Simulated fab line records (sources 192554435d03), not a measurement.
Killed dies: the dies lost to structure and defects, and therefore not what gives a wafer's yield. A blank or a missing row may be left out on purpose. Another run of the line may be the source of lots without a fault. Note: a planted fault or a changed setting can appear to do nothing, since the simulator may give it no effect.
fab line records ; flow n5-finfet
record: lots: 4; wafers: 12; last-day: 16
route steps=1938 shown BEOL_M4@1099 BEOL_M5@1112 BEOL_M9@1463 PASSIVATION@1936
lots that met no fault: taken from a fault-free run of the same line
start-h: start of the lot's first displayed wafer, in hours after the record's first day ; wait-h: how many hours have passed since the lot's step before this one ; " same as the row above ; L1.1+2: one row covering several wafers at once ; - either no value or no given start ; * or withheld: withheld ; < > ~ a bound
route shown NAME@n: names a module that has steps shown in the file, with the first one's number in the route ; usual: average and standard deviation across the fault-free wafers ; same: alike in all rows ; chamber/n: place in a boat ; sites: per-site readings ; _std_site: the standard deviation of these ; _edge_site: outer sites' mean less inner sites' ; radius-mm: for every site, how far away it sits from the centre of the wafer ; mask NAME#n: copy n ; behind: tool/chamber where the wafer was last shaped ; hold: what put the lot on hold/how long, in hours/how the hold closed ; device: names the non-switching transistor (n, p or np) ; end of line: tests of these same wafers at the route's end ; a step given without rows: its recipe and nothing more ; killed: the dies lost at the first sort to structure and to defects; this is not the yield of the wafer ; map: a wafer's dies, marking killed ones x, the rest . and places with no die _
set.NAME: the run value of the setting; set.NAME@STEP: its run value at that earlier step ; model.NAME: the simulator's own value behind a step, which no gauge read
lots at some steps of the route; a table a step, a row a wafer
services: a tool's chamber out of use, with start hour (start-h, from the record's first day; less than 0 if before it), hours out, and reason
== steps ==
step: N5_BEOL_M4_ANNEAL_95
recipe: temp-c: 400; time-s: 240; ambient: vacuum
step: N5_BEOL_M4_SPUTTER_96
recipe: material: Cu; target-thk-a: 45; temp-c: -20; chamber-pressure-pa: 0.07; power-w: withheld; time-s: 8.29
step: N5_BEOL_M4_ECD_50
recipe: material: Cu; target-thk-a: 3000
step: N5_BEOL_M4_ANNEAL_51
recipe: temp-c: 225; time-s: 90; ambient: N2
step: N5_BEOL_M4_CMP_52
recipe: stop-on: SiOC; t-overpolish-s: 6.8; down-force-psi: 1; platen-rpm: 50; clearing-platen-down-force-psi: 1.5; clearing-platen-rpm: 50; post-cmp-clean: cu-alkaline; target-thk-nm: 40; clearing-platen-pad-velocity-m-s: 0.99484; pad-velocity-m-s: 0.99484
step: N5_BEOL_M4_PRE_CLEAN_60
recipe: gas: NH3/H2; time-s: 15; temp-c: *; rf-power-w: 300
step: N5_BEOL_M4_CO_CAP_55
recipe: material: Co; target-thk-a: 20; temp-c: 200; precursor: CCTBA/H2; pressure-torr: 30; time-s: 102.1
step: N5_BEOL_M4_PRE_CLEAN_56
recipe: gas: NH3; time-s: 15; temp-c: withheld; rf-power-w: 300
step: N5_BEOL_M4_DEP_57
recipe: material: SiCN; target-thk-a: 80; temp-c: withheld; precursor: 3MS/NH3; pressure-torr: 3; rf-w: 202; time-s: 14
step: N5_BEOL_M4_RC_MEAS_101
usual: DIBL_N: 36.3/1.2; DIBL_P: 36.1/1.6; IOFF_N: 0.161/0.023; IOFF_P: 0.209/0.027; ION_N: 676/8.9; ION_P: 462/5.3; SS_N: 71.5/0.51; SS_P: 73.2/0.5; VT_N: 249.1/2.5; VT_P: -249.9/2.8
lot.wafer;tool;chamber;start-h;wait-h;DIBL_N[mV/V];DIBL_P[mV/V];IOFF_N[nA/um];IOFF_P[nA/um];ION_N[uA/um];ION_P[uA/um];SS_N[mV/dec];SS_P[mV/dec];VT_N[mV];VT_P[mV]
L294.1;prober-01;0;211.73;0.0;34.9;35.9;0.141;0.178;677;457;71.6;73.8;249.3;-254.8
L294.5;prober-01;0;211.73;0.0;34.5;35.5;0.138;0.172;679;455;70.4;72.8;250.1;-253.9
L294.6;prober-01;0;211.73;0.0;35.1;36.0;0.145;0.176;686;466;71.4;72.9;249.1;-252.3
L300.1;prober-02;0;241.40;0.0;36.4;35.1;0.152;0.194;655;455;72.1;72.9;251.2;-248.7
L300.2;prober-02;0;241.40;0.0;35.6;34.5;0.137;0.185;660;454;71.6;72.6;250.5;-252.4
L300.5;prober-02;0;241.40;0.0;37.2;36.1;0.157;0.204;668;459;72.2;73.9;253.0;-250.1
L299.1;prober-02;0;246.32;0.0;37.5;36.2;0.169;0.252;674;463;71.9;73.3;247.4;-244.1
L299.2;prober-02;0;246.32;0.0;35.9;35.7;0.154;0.234;683;476;71.2;73.4;247.7;-246.4
L299.3;prober-02;0;246.32;0.0;34.5;32.5;0.121;0.199;664;466;70.4;72.5;255.4;-246.6
L307.2;prober-02;0;278.87;0.2;37.8;37.2;0.202;0.225;695;466;72.2;73.0;245.0;-249.9
L307.3;prober-02;0;278.87;0.2;37.4;37.6;0.178;0.224;688;468;72.0;73.8;248.6;-248.7
L307.4;prober-02;0;278.87;0.2;36.9;36.7;0.167;0.212;681;459;71.8;72.5;249.6;-249.5
step: N5_BEOL_M5_ILD_DEP_00
recipe: material: SiCOH_lowk; target-thk-a: 1406.4; temp-c: 300; precursor: DEMS/porogen; pressure-torr: 5; rf-w: 500; time-s: 25.9
step: N5_BEOL_M5_CURE_79
recipe: temp-c: 385; time-s: 240; ambient: He/Ar; material: SiCOH_lowk
step: N5_BEOL_M5_PECVD_70
recipe: material: SiO2; target-thk-a: 160; temp-c: 400; precursor: TEOS/O2; pressure-torr: 5.5; rf-w: 450; teos-flow-sccm: 53.8; gas: O2; flow-sccm: 3000; time-s: 18
step: N5_BEOL_M5_HM_DEP_02
recipe: material: TiN; target-thk-a: 200; temp-c: 25; chamber-pressure-pa: 0.49996
step: N5_BEOL_M5_COAT_59
recipe: resist: SOC; temp-c: 250; time-s: 60; spin-rpm: 1500; resist-thk-nm: 60
step: N5_BEOL_M5_COAT_60
recipe: resist: SiARC; temp-c: 220; time-s: 60; spin-rpm: 1500; resist-thk-nm: 12
step: N5_BEOL_M5_COAT_71
recipe: resist: underlayer; temp-c: 205; time-s: 60; spin-rpm: 1500; resist-thk-nm: 5
step: N5_BEOL_M5_COAT_05
recipe: resist: CAR-EUV; spin-rpm: 1500; resist-thk-nm: 30
step: N5_BEOL_M5_EBR_07
recipe: solvent: PGMEA; ebr-width-mm: 1.5
step: N5_BEOL_M5_SOFTBAKE_06
recipe: temp-c: 110; time-s: 60; resist: CAR-EUV
step: N5_BEOL_M5_EXPOSE_08
recipe: mask-id: M5; na: 0.33; source-shape: annular; sigma-inner: 0.4; sigma-outer: 0.8; polarization: unpolarized; target-cd-nm: 28; dose-mj: 35.75
step: N5_BEOL_M5_PEB_09
recipe: peb-temp-c: 100; peb-time-s: 60; resist: CAR-EUV
step: N5_BEOL_M5_DEVELOP_10
recipe: develop-time-s: 30; developer: TMAH; resist: CAR-EUV; rinse-liquid: surfactant-rinse; dry: air-spin; dev-temp-c: 23
step: N5_BEOL_M5_DESCUM_16
recipe: chemistry: O2; time-s: 7; source-power-w: 50; bias-power-w: 20; pressure-mtorr: 20; rf-frequency-hz: 2.712e+07; temp-c: 40; resist: CAR-EUV; o2-flow-sccm: 225
step: N5_BEOL_M5_ETCH_72
recipe: chemistry: N2/H2; target: underlayer; target-depth-a: 65; mask-material: CAR-EUV; time-s: 5.2; ion-energy-ev: 200; pressure-mtorr: 30; source-w: 840; bias-w: 150; n2-flow-sccm: 200; h2-flow-sccm: 200; ends: cleared
step: N5_BEOL_M5_ETCH_61
recipe: chemistry: CF4; target: SiARC; target-depth-a: 156; mask-material: CAR-EUV; time-s: 26; ion-energy-ev: 80; pressure-mtorr: 40; source-w: 545; bias-w: 36; Ar_flow_sccm: 100; cf4-flow-sccm: 100; ends: cleared
step: N5_BEOL_M5_ETCH_62
recipe: chemistry: N2/H2; target: SOC; target-depth-a: 750; overetch-a: 150; mask-material: SiARC; temp-c: 40; time-s: 112.5; ion-energy-ev: 200; pressure-mtorr: 30; source-w: 840; bias-w: 150; n2-flow-sccm: 200; h2-flow-sccm: 200
step: N5_BEOL_M5_STRIP_63
recipe: chemistry: N2/H2; temp-c: 40; n2-flow-sccm: 200; h2-flow-sccm: 200; rf-frequency-hz: 6e+07
step: N5_BEOL_M5_STRIP_73
recipe: chemistry: N2/H2; temp-c: 40; n2-flow-sccm: 200; h2-flow-sccm: 200; rf-frequency-hz: 6e+07
step: N5_BEOL_M5_STRIP_64
recipe: chemistry: CF4; resist: SiARC; power-w: 300; bias-power-w: 75; pressure-mtorr: 50; cf4-flow-sccm: 150; rf-frequency-hz: 6e+07
step: N5_BEOL_M5_HM_OPEN_17
recipe: chemistry: Cl2/BCl3; target-depth-a: 200; overetch-a: 60; target: TiN; mask-material: SOC; ion-energy-ev: 150; pressure-mtorr: 10; icp-w: 1000; bias-w: 126; Cl2_flow_sccm: 53.25; bcl3-flow-sccm: 21.75; Ar_flow_sccm: 25
step: N5_BEOL_M5_STRIP_19
recipe: chemistry: O2; power-w: 400; temp-c: 40; pressure-mtorr: 30; rf-frequency-hz: 6e+07; bias-power-w: 0; overash-fraction: 0.2; o2-flow-sccm: 225
step: N5_BEOL_M5_COAT_65
recipe: resist: SOC; temp-c: 250; time-s: 60; spin-rpm: 1500; resist-thk-nm: 60
step: N5_BEOL_M5_COAT_66
recipe: resist: SiARC; temp-c: 220; time-s: 60; spin-rpm: 1500; resist-thk-nm: 12
step: N5_BEOL_M9_ANNEAL_51
recipe: temp-c: 225; time-s: 90; ambient: N2
usual: anneal-temp-c: 224.97/0.16; anneal-temp-c-max: 226.1/0.46; time-s: 90/0; wafer_temp_C_max: 225.71/0.28
lot.wafer;tool;chamber;start-h;wait-h;anneal-temp-c;anneal-temp-c-max;time-s;wafer_temp_C_max
L294.1;rtp-anneal-01;0;255.17;0.1;224.96;225.5;90;225.65
L294.5;rtp-anneal-01;0;255.17;0.1;225.11;225.8;90;225.38
L294.6;rtp-anneal-01;0;255.17;0.1;225.03;225.7;90;225.67
L300.1;rtp-anneal-01;-;288.49;0.1;-;-;-;-
L300.2;rtp-anneal-01;-;288.49;0.1;-;-;-;-
L300.5;rtp-anneal-01;-;288.49;0.1;-;-;-;-
L299.1;rtp-anneal-02;-;291.69;0.3;-;-;-;-
L299.2;rtp-anneal-02;-;291.69;0.3;-;-;-;-
L299.3;rtp-anneal-02;-;291.69;0.3;-;-;-;-
L307.2;rtp-anneal-02;0;323.46;0.7;225.03;226.7;90;226.12
L307.3;rtp-anneal-02;0;323.46;0.7;224.76;226.0;90;225.91
L307.4;rtp-anneal-02;0;323.46;0.7;224.92;226.1;90;226.01
step: N5_BEOL_M9_CMP_52
recipe: stop-on: SiCOH_lowk; t-overpolish-s: 7; down-force-psi: 1; platen-rpm: 50; clearing-platen-down-force-psi: 1.5; clearing-platen-rpm: 50; post-cmp-clean: cu-alkaline; target-thk-nm: 140; clearing-platen-pad-velocity-m-s: 0.99484; pad-velocity-m-s: 0.99484
usual: barrier-field-endpoint-s: 29.1/0.64; motor-current-A: 6.3/0.61; overpolish-run-s: 7.000/0.0097; slurry-flow-ml-min: 150.0/0.44; time-to-endpoint-s: 67.0/2.3
lot.wafer;tool;chamber;start-h;wait-h;barrier-field-endpoint-s;motor-current-A;overpolish-run-s;slurry-flow-ml-min;time-to-endpoint-s
L294.1;cmp-01;3;255.52;0.3;28.8;5.5;6.986;150.4;68.4
L294.6;cmp-01;2;255.52;0.3;29.0;6.5;7.003;150.2;65.7
L294.5;cmp-01;3;255.52;0.3;28.8;5.6;6.994;150.7;68.4
L300.1;cmp-01;3;288.79;0.3;33.5;5.8;7.010;150.7;86.2
L300.2;cmp-01;0;288.79;0.3;34.0;6.4;7.009;150.7;86.7
L300.5;cmp-01;0;288.79;0.3;33.9;6.6;7.001;149.5;86.0
L299.2;cmp-01;3;291.99;0.2;34.3;5.8;7.009;149.4;85.7
L299.1;cmp-01;1;291.99;0.2;34.0;7.9;6.999;150.4;85.3
L299.3;cmp-01;2;291.99;0.2;32.8;6.5;7.001;150.4;86.1
L307.4;cmp-03;0;323.75;0.2;29.7;6.0;7.005;150.5;70.0
L307.2;cmp-03;1;323.75;0.2;28.9;6.0;6.990;149.9;70.2
L307.3;cmp-03;2;323.75;0.2;28.8;6.1;6.995;150.5;69.2
step: N5_PASSIVATION_PROBE_49
usual: defect-limited-yield: 91.3/1.5; killed_at_M0_to_M3: 35/10; killed_at_M4_up: 13/5.3; killed-at-contacts: 12/5.7; killed-at-front-end: 39/11; killed-at-other: 3.3/2.7; killed-dies: 102/18; killed-open: 67/13; killed-short: 34/7.8; sort_bin_5_function: 5.1/1; sort_bin_6_memory: 3.3/0.68; sort-n-pass: 1078/18; sort-yield-pct: 91.3/1.5
same: gross-dies: 1180; killed-at-back-side: 0; sort_bin_4_leakage[%]: 0; sort_bin_8_speed[%]: 0
lot.wafer;tool;chamber;start-h;wait-h;defect-limited-yield[%];killed_at_M0_to_M3;killed_at_M4_up;killed-at-contacts;killed-at-front-end;killed-at-other;killed-dies;killed-open;killed-short;sort_bin_5_function[%];sort_bin_6_memory[%];sort-n-pass;sort-yield-pct[%]
L300.1;prober-02;-;341.64;0.7;43.7;38;571;22;32;1;664;76;30;5.8;3.1;516;43.7
L300.2;prober-02;-;341.69;0.7;74.8;28;209;16;43;1;297;69;40;5.8;3.1;883;74.8
L300.5;prober-02;-;341.84;0.9;73.8;26;202;19;61;1;309;93;37;6.4;4.6;871;73.8
L299.1;prober-02;-;352.27;0.0;52.6;22;496;7;32;2;559;60;25;4.4;2.8;621;52.6
L299.2;prober-02;-;352.32;0.1;47.6;25;544;6;31;12;618;56;28;3.6;3.2;562;47.6
L299.3;prober-02;-;352.37;0.1;60.5;22;414;7;21;2;466;41;22;3.8;1.4;714;60.5
killed by level:class
L300.1 BEOL_M9:area-cmp=556 MOL_CONTACT_COAG:geometric-particle:open=17 BEOL_M2:geometric-particle:open=11 STI_FIN_REVEAL:geometric-particle:open=10 FIN_SAQP:geometric-particle:open=6 BEOL_M4:geometric-particle:open=6 BEOL_M0_SAQP:geometric-particle:short=5 MOL_CONTACT_COAG:geometric-particle:short=5
L300.2 BEOL_M9:area-cmp=187 BEOL_M4:geometric-particle:open=17 MOL_CONTACT_COAG:geometric-particle:open=12 FIN_SAQP:geometric-particle:short=11 BEOL_M1:geometric-particle:open=8 STI_FIN_REVEAL:geometric-particle:open=6 STARTING-WAFER:geometric-particle:short=6 FIN_SAQP:geometric-particle:open=5
L300.5 BEOL_M9:area-cmp=175 STI_FIN_REVEAL:geometric-particle:open=29 MOL_CONTACT_COAG:geometric-particle:open=17 BEOL_M4:geometric-particle:open=11 STI_FIN_REVEAL:geometric-particle:short=8 BEOL_M4:geometric-particle:short=7 FIN_SAQP:geometric-particle:open=6 FIN_SAQP:geometric-particle:short=5
L299.1 BEOL_M9:area-cmp=474 BEOL_M4:geometric-particle:open=15 FIN_SAQP:geometric-particle:open=6 MOL_CONTACT_COAG:geometric-particle:open=6 BEOL_M0_SAQP:geometric-particle:short=6 BEOL_M2:geometric-particle:open=6 STI_FIN_REVEAL:geometric-particle:open=4 SDB:geometric-particle:short=4
L299.2 BEOL_M9:area-cmp=533 STI_FIN_REVEAL:geometric-particle:open=9 FIN_SAQP:geometric-particle:short=7 FIN_SAQP:geometric-particle:open=7 BEOL_M0_SAQP:geometric-particle:short=7 BEOL_M2:geometric-particle:open=7 MOL_CONTACT_COAG:geometric-particle:open=4 BEOL_M4:geometric-particle:open=4
L299.3 BEOL_M9:area-cmp=403 BEOL_M0_SAQP:geometric-particle:open=11 MOL_CONTACT_COAG:geometric-particle:open=6 STI_FIN_REVEAL:geometric-particle:open=5 BEOL_M0_SAQP:geometric-particle:short=5 BEOL_M4:geometric-particle:open=5 BEOL_M2:geometric-particle:open=3 BEOL_M4:geometric-particle:short=3
map L299.2 (x killed, . not)
_________________.........x..________________
______________.........x...x..x._____________
___________....x.......x...........__________
__________...................x......_________
________x...............x............x_______
_______............xxxxxxxx....x.......______
______.........xxxxxxxxxxxxxxx........x._____
_____.x.......xxxxxxxxxxxxxxxxxx.........____
____.x......xxxxxxxxxxxxxxxxxxxxxx.....x..___
___........xxxxxxxxxxxxxxxxxxxxxxxx........__
___.......xxxxxxxxxxxxxxxxxxxxxxxxxx....x..__
__........xxxxxxxxxxxxxxxxxxxxxxxxxxxx......_
__.......xxxxxxxxxxxxxxxxxxxxxxxxxxxx......._
_.....x..xxxxxxxxxxxxxxxxxxxxxxxxxxxx........
_.......xxxxxxxxxxxxxxxxxxxxxxxxxxxxxx.......
_.......xxxxxxxxxxxxxxxxxxxxxxxxxxxxxxx..x...
_.......xxxxxxxxxxxxxxxxxxxxxxxxxxxxxx..x.x..
_x......xxxxxxxxxxxxxxxxxxxxxxxxxxxxxx....x..
_......xxxxxxxxxxxxxxxxxxxxxxxxxxxxxxx..x....
_.......xxxxxxxxxxxxxxxxxxxxxxxxxxxxxx....x..
_........xxxxxxxxxxxxxxxxxxxxxxxxxxxx..x.....
__.......xxxxxxxxxxxxxxxxxxxxxxxxxxxx......._
__........xxxxxxxxxxxxxxxxxxxxxxxxxx........_
___.......xxxxxxxxxxxxxxxxxxxxxxxxxx.....x.__
___......x.xxxxxxxxxxxxxxxxxxxxxxxx..x.....__
____...xx...xxxxxxxxxxxxxxxxxxxxxx.....x..___
_____.........xxxxxxxxxxxxxxxxxx......xx.____
______..........xxxxxxxxxxxxxx.x......x._____
_______............xxxxxxxx............______
________x........................x..x._______
__________...x..x......x...x........_________
___________........................__________
______________..x..............._____________
_________________......x.x...________________
map L300.1 (x killed, . not)
_________________............________________
______________.................._____________
___________.........xx.............__________
__________....x...x........x........_________
________........................xxx..._______
_______..........xxxxxxxxxxxx..........______
______.x.....xxxxxxxxxxxxxxxxxxx........_____
_____........xxxxxxxxxxxxxxxxxxxx...x....____
____.......xxxxxxxxxxxxxxxxxxxxxxxx.......___
___.......xxxxxxxxxxxxxxxxxxxxxxxxxx.......__
___...x..xxxxxxxxxxxxxxxxxxxxxxxxxxxx......__
__.x.....xxxxxxxxxxxxxxxxxxxxxxxxxxxx......._
__......xxxxxxxxxxxxxxxxxxxxxxxxxxxxxx......_
_....x..xxxxxxxxxxxxxxxxxxxxxxxxxxxxxx..x....
_...x.x.xxxxxxxxxxxxxxxxxxxxxxxxxxxxxx.....x.
_......xxxxxxxxxxxxxxxxxxxxxxxxxxxxxxxx......
_......xxxxxxxxxxxxxxxxxxxxxxxxxxxxxxxx..x.x.
_.x...xxxxxxxxxxxxxxxxxxxxxxxxxxxxxxxxx......
_......xxxxxxxxxxxxxxxxxxxxxxxxxxxxxxxx......
_.......xxxxxxxxxxxxxxxxxxxxxxxxxxxxxx.....x.
_......xxxxxxxxxxxxxxxxxxxxxxxxxxxxxxx......x
__......xxxxxxxxxxxxxxxxxxxxxxxxxxxxxx..xx.._
__..xx...xxxxxxxxxxxxxxxxxxxxxxxxxxxx....x.._
___......xxxxxxxxxxxxxxxxxxxxxxxxxxxx..x...__
___.......xxxxxxxxxxxxxxxxxxxxxxxxxx..x...x__
____..x...xxxxxxxxxxxxxxxxxxxxxxxxx.......___
_____..xx....xxxxxxxxxxxxxxxxxxxx........____
______...x...xxxxxxxxxxxxxxxxxxx........_____
_______..........xxxxxxxxxxxx..........______
________...............x..x..........._______
__________.........................._________
___________..............x........x__________
______________.................._____________
_________________......x.....________________
== services ==
tool;chamber;start-h;hours;kind
cmp-01;-;231.77;-;consumable-replace:conditioner
cmp-01;-;231.77;-;consumable-replace:pad
cmp-03;-;238.32;4.0;pm
cmp-03;-;242.32;-;consumable-replace:conditioner
cmp-03;-;242.32;-;consumable-replace:pad
cmp-01;-;250.96;2.1;repair
cmp-01;-;284.67;1.1;repair
cmp-03;-;305.80;0.5;repair
cmp-01;-;321.16;13.0;pm
== key ==
first-sign: step: N5_BEOL_M9_ANNEAL_51; reading: tool-record; direction: missing
effect: step: N5_BEOL_M9_CMP_52; reading: time-to-endpoint-s; direction: up; sigmas: 8.1; usual: *; struck: *
effect: step: N5_PASSIVATION_PROBE_49; reading: killed_at_M4_up; direction: up; sigmas: 74; usual: 13; struck: 406
more-kills-born-at: N5_BEOL_M9_CMP_52@cmp-01: 2328
met-at N5_BEOL_M9_ANNEAL_51
struck-wafers L299.1,L299.2,L299.3,L300.1,L300.2,L300.5
onset-between 255.17 288.49
fault: kind: skipped-step-whole; tool: rtp-anneal-01,rtp-anneal-02; chamber: -; onset-h: 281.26; steps: N5_BEOL_M9_ANNEAL_51; scope: struck-lots-only
